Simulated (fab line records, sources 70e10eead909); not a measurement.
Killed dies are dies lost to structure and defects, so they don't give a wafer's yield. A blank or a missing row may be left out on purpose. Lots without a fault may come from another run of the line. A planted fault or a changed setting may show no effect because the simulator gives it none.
fab line records | flow nand_harc
record lots=7 wafers=21 last_day=24
route steps=1159 shown P_M1@306 P_M2@318
lots that met no fault: from a run of the same line without faults
start_h: hours from the record's first day to the start of the lot's first wafer shown | wait_h: hours since the lot's step before | " the same as in the row above | L1.1+2: a row that stands for several wafers | - no value, or no start given | * or withheld: withheld | < > ~ a bound
route shown NAME@n: a module of which the file shows steps, and the number in the route of the first | usual: mean/standard deviation of fault-free wafers | same: alike in all rows | chamber/n: place in a boat | sites: the reading at each site | _std_site: their standard deviation | _edge_site: outer sites' mean less inner sites' | radius_mm: how far each site lies from the wafer's centre | mask NAME#n: copy n | behind: the tool/chamber that last shaped the wafer | hold: why the lot was held/for how many hours/how that ended | device: the transistor (n, p or np) that didn't switch | end of line: the same wafers' tests at the end of the route | a step without rows: its recipe alone | killed: dies lost to structure and defects at the first sort, not the wafer's yield | map: a wafer's dies, x killed, . not, _ none there
set.NAME: the setting as run; set.NAME@STEP: as run at that earlier step | model.NAME: the simulator's own value behind a step, which no gauge read
lots at some steps of the route; a table a step, a row a wafer
services: from which hour (start_h, from the record's first day; less than 0 if before it) a tool's chamber was out of use, for how many hours, and why
## steps
# step NHARC_P_M1_PRE_CLEAN_30
# recipe time_s=30 temp_c=280 gas=H2/He
# step NHARC_P_M1_PVD_20
# recipe target_thk_a=50 bias_v=168.6 power_w=15000 chamber_pressure_pa=0.12 time_s=8.06 substrate_temp_c=50 material=TaN
# usual throttle_valve_pct=30.3/0.74
# columns lot.wafer tool chamber start_h wait_h throttle_valve_pct
L999.2 pvd_sputter-01 - - - 28.8
L999.4 " - " " 31.0
L999.5 " - " " 28.7
L111.4 pvd_sputter-01 - - - 29.8
L111.2 " - " " 30.6
L111.6 " - " " 31.2
L109.2 pvd_sputter-01 - - - 31.3
L109.1 " - " " 29.7
L109.4 " - " " 30.3
L113.3 pvd_sputter-01 - - - 30.5
L113.2 " - " " 29.8
L113.6 " - " " 30.5
L117.2 pvd_sputter-02 - - - 30.1
L117.4 " - " " 29.8
L117.5 " - " " 31.1
L118.3 pvd_sputter-01 - - - 31.0
L118.5 " - " " 30.0
L118.6 " - " " 29.4
L119.3 pvd_sputter-01 - - - 31.2
L119.2 " - " " 30.1
L119.6 " - " " 30.5
# step NHARC_P_M1_PVD_21
# recipe target_thk_a=300 chamber_pressure_pa=5 power_w=5000 substrate_temp_c=30 time_s=20.49 material=Cu
# step NHARC_P_M1_ECD_22
# recipe target_thk_a=4000 bath_temp_c=25 material=Cu
# step NHARC_P_M1_ANNEAL_31
# recipe temp_c=225 time_s=90
# usual anneal_temp_c=224.96/0.16 wafer_temp_C_max=225.94/0.28
# columns lot.wafer tool chamber start_h wait_h anneal_temp_c wafer_temp_C_max
L999.2 rtp_anneal-02 0 133.21 0.5 225.15 225.88
L999.4 " 0 " " 224.97 225.94
L999.5 " 0 " " 225.20 226.00
L111.2 rtp_anneal-01 0 198.57 - 224.85 225.83
L111.4 " 0 " " 224.92 225.82
L111.6 " 0 " " 224.63 225.70
L109.1 rtp_anneal-02 0 201.22 0.3 225.27 226.06
L109.2 " 0 " " 225.19 226.19
L109.4 " 0 " " 225.26 225.74
L113.2 rtp_anneal-01 0 220.16 - 224.72 226.23
L113.3 " 0 " " 225.09 226.40
L113.6 " 0 " " 225.03 226.34
L117.2 rtp_anneal-01 0 234.66 - 224.86 226.56
L117.4 " 0 " " 225.07 226.23
L117.5 " 0 " " 224.87 226.04
L118.3 rtp_anneal-02 0 237.95 0.4 224.92 225.50
L118.5 " 0 " " 224.82 225.81
L118.6 " 0 " " 224.97 225.53
L119.2 rtp_anneal-01 0 244.83 0.4 224.95 226.11
L119.3 " 0 " " 224.81 225.91
L119.6 " 0 " " 224.94 226.33
# step NHARC_P_M1_CMP_23
# recipe t_overpolish_s=20 target_thk_nm=157.82
# usual motor_current_A=12.0/1 time_to_endpoint_s=29/3.2
# same t_overpolish_s=20
# columns lot.wafer tool chamber start_h wait_h motor_current_A time_to_endpoint_s
L999.2 cmp-02 0 133.50 - 12.2 29
L999.4 " 3 " " 11.1 32
L999.5 " 0 " " 12.0 27
L111.2 cmp-02 0 198.89 - 11.7 26
L111.4 " 2 " " 11.2 29
L111.6 " 3 " " 11.1 31
L109.2 cmp-02 3 201.60 - 11.1 30
L109.1 " 0 " " 12.5 24
L109.4 " 1 " " 12.9 29
L113.2 cmp-02 0 220.46 - 12.2 28
L113.3 " 3 " " 11.2 34
L113.6 " 1 " " 13.1 30
L117.2 cmp-01 2 234.95 - 12.6 25
L117.4 " 1 " " 10.6 30
L117.5 " 3 " " 12.5 25
L118.3 cmp-04 3 238.24 - 13.2 32
L118.6 " 2 " " 9.8 30
L118.5 " 3 " " 13.0 35
L119.2 cmp-02 3 245.12 - 11.4 32
L119.3 " 0 " " 12.4 29
L119.6 " 0 " " 11.8 27
# step NHARC_P_M1_THK_MEAS_24
# recipe thk_meas_gauge=xrf
# usual thk_nm=157.9/1.5
# columns lot.wafer tool chamber start_h wait_h thk_nm
L999.2 film_metro-01 - 133.82 - 157.5
L999.4 " - " " 158.4
L999.5 " - " " 156.2
L111.2 film_metro-01 - 199.17 - 157.2
L111.4 " - " " 157.4
L111.6 " - " " 158.4
L109.1 film_metro-01 - 201.88 - 155.7
L109.2 " - " " 160.9
L109.4 " - " " 159.0
L113.2 film_metro-01 - 220.77 - 157.1
L113.3 " - " " 157.5
L113.6 " - " " 156.6
L117.2 film_metro-01 - 235.27 - 160.5
L117.4 " - " " 158.8
L117.5 " - " " 157.2
L118.3 film_metro-02 - 238.53 - 159.2
L118.5 " - " " 156.8
L118.6 " - " " 157.7
L119.2 film_metro-01 - 245.44 - 159.8
L119.3 " - " " 156.8
L119.6 " - " " 157.2
# step NHARC_P_M1_SRD_25
# step NHARC_P_M1_INSPECT_27
# usual raw_defect_count=330/120
# columns lot.wafer tool chamber start_h wait_h raw_defect_count
L999.2 defect_inspect-01 - 133.97 0.0 267
L999.4 " - " " 512
L999.5 " - " " 332
L111.2 defect_inspect-02 - 199.33 0.0 427
L111.4 " - " " 273
L111.6 " - " " 408
L109.1 defect_inspect-01 - 202.04 0.0 411
L109.2 " - " " 396
L109.4 " - " " 420
L113.2 defect_inspect-02 - 220.93 0.0 276
L113.3 " - " " 313
L113.6 " - " " 330
L117.2 defect_inspect-01 - 235.43 0.0 204
L117.4 " - " " 188
L117.5 " - " " 224
L118.3 defect_inspect-02 - 238.70 0.0 309
L118.5 " - " " 422
L118.6 " - " " 322
L119.2 defect_inspect-02 - 245.59 0.0 204
L119.3 " - " " 264
L119.6 " - " " 297
# step NHARC_P_M1_PRE_CLEAN_32
# recipe time_s=12 temp_c=370 rf_power_w=300 gas=NH3
# usual heater_power_w=634/110
# columns lot.wafer tool chamber start_h wait_h heater_power_w
L999.2 pecvd-01 1 134.04 0.1 564
L999.5 " 1 " " 562
L999.4 " 0 " " 741
L111.2 pecvd-03 0 199.40 0.1 677
L111.6 " 1 " " 607
L111.4 " 2 " " 655
L109.1 pecvd-01 2 202.11 0.1 494
L109.2 " 0 " " 743
L109.4 " 1 " " 533
L113.2 pecvd-03 1 220.99 0.1 530
L113.3 " 0 " " 702
L113.6 " 2 " " 701
L117.2 pecvd-01 1 235.51 0.1 527
L117.4 " 0 " " 756
L117.5 " 2 " " 429
L118.3 pecvd-03 2 238.76 0.1 640
L118.6 " 2 " " 637
L118.5 " 0 " " 703
L119.2 pecvd-03 2 245.79 0.2 670
L119.3 " 0 " " 666
L119.6 " 2 " " 652
# step NHARC_P_M1_DEP_33
# recipe target_thk_a=300 temp_c=370 target_thk_nm=30 pressure_torr=3 flow_sccm=200 rf_w=450 material=SiCN
# usual chamber_pressure_Torr=2.999/0.0061 heater_power_outer_w=330/67 heater_power_w=581/110
# columns lot.wafer tool chamber start_h wait_h chamber_pressure_Torr heater_power_outer_w heater_power_w
L999.2 pecvd-01 1 134.12 0.1 3.004 294 503
L999.5 " 1 " " 3.002 298 501
L999.4 " 0 " " 3.004 358 667
L111.2 pecvd-03 0 199.48 0.1 3.007 390 686
L111.6 " 1 " " 3.009 321 536
L111.4 " 2 " " 2.998 326 548
L109.1 pecvd-01 2 202.19 0.1 3.004 205 384
L109.2 " 0 " " 3.009 334 667
L109.4 " 1 " " 3.003 235 422
L113.2 pecvd-03 1 221.07 0.1 2.997 268 471
L113.3 " 0 " " 3.005 342 619
L113.6 " 2 " " 3.000 306 532
L117.2 pecvd-01 1 235.62 0.1 3.004 302 511
L117.4 " 0 " " 3.005 311 595
L117.5 " 2 " " 2.992 232 417
L118.3 pecvd-03 2 238.84 0.1 3.008 321 553
L118.6 " 2 " " 3.005 316 555
L118.5 " 0 " " 3.000 361 623
L119.2 pecvd-03 2 245.90 0.1 2.994 377 638
L119.3 " 0 " " 2.997 357 630
L119.6 " 2 " " 3.000 378 622
# step NHARC_P_M2_DEP_00
# recipe target_thk_a=1825 target_thk_nm=182.5 temp_c=withheld pressure_torr=5 flow_sccm=200 rf_w=600 material=SiOC
# usual chamber_pressure_Torr=4.999/0.01 rf_fwd_power_W=599.0/1.7
# columns lot.wafer tool chamber start_h wait_h chamber_pressure_Torr rf_fwd_power_W
L999.2 pecvd-03 0 134.60 - 4.994 599.7
L999.4 " 2 " " 5.005 600.6
L999.5 " 0 " " 4.991 599.8
L111.2 pecvd-01 0 199.96 - - -
L111.6 " 1 " " - -
L111.4 " 2 " " - -
L109.2 pecvd-01 1 202.58 - - -
L109.1 " 0 " " - -
L109.4 " 0 " " - -
L113.3 pecvd-04 2 221.49 - - -
L113.2 " 0 " " - -
L113.6 " 0 " " - -
L117.2 pecvd-03 1 236.04 - 4.978 597.6
L117.4 " 0 " " 4.989 600.2
L117.5 " 2 " " 4.993 597.7
L118.3 pecvd-04 1 239.30 - 4.973 598.2
L118.6 " 0 " " 5.008 600.2
L118.5 " 1 " " 4.988 598.0
L119.3 pecvd-04 2 246.27 - 5.007 599.5
L119.2 " 0 " " 4.991 599.3
L119.6 " 2 " " 4.998 600.0
# step NHARC_P_M2_DEHYDRATE_01
# recipe temp_c=150 time_s=120
## services
# columns tool chamber start_h hours kind
pecvd-03 - 111.00 13.0 pm
pecvd-03 0 111.00 13.0 vent_cycle
cmp-04 - 120.38 0.9 repair
pvd_sputter-01 - 121.60 3.0 repair
cmp-01 - 126.16 0.8 repair
cmp-02 - 128.61 4.0 pm
pecvd-03 1 132.95 12.2 repair
pecvd-03 2 136.42 11.0 repair
pvd_sputter-01 - 149.57 1.4 repair
pvd_sputter-02 - 152.70 2.4 repair
pvd_sputter-01 - 158.00 10.0 pm
pvd_sputter-01 - 173.37 2.2 repair
cmp-01 - 179.18 1.2 repair
cmp-02 - 185.38 1.0 repair
cmp-01 - 188.53 2.1 repair
cmp-04 - 196.04 1.2 repair
pecvd-04 - 196.30 13.0 pm
cmp-04 - 199.58 1.4 repair
cmp-04 - 203.01 4.0 pm
cmp-02 - 208.15 2.0 repair
cmp-04 - 213.88 3.5 repair
pvd_sputter-02 - 214.00 10.0 pm
cmp-02 - 226.72 4.0 pm
pecvd-01 - 237.34 13.0 pm
## key
first_sign step=NHARC_P_M2_DEP_00 reading=tool_record direction=missing
effect none on later readings
met_at NHARC_P_M2_DEP_00
struck_wafers L109.1,L109.2,L109.4,L111.2,L111.4,L111.6,L113.2,L113.3,L113.6
later_rows_left_out L109.1,L109.2,L109.4,L111.2,L111.4,L111.6,L113.2,L113.3,L113.6
sort_left_out L109.1,L109.2,L109.4,L111.2,L111.4,L111.6,L113.2,L113.3,L113.6
fault kind=skipped_step_whole tool=pecvd-01,pecvd-04 chamber=- onset_h=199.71 steps=NHARC_P_M2_DEP_00 scope=struck_lots_only
# sort_left_out: the simulated sort isn't trusted on such a fault, so these wafers' sort isn't shown, and their yield isn't known
# later_rows_left_out: the simulator's readings of these wafers behind a module that went badly wrong aren't trusted and aren't shown, but for the sort
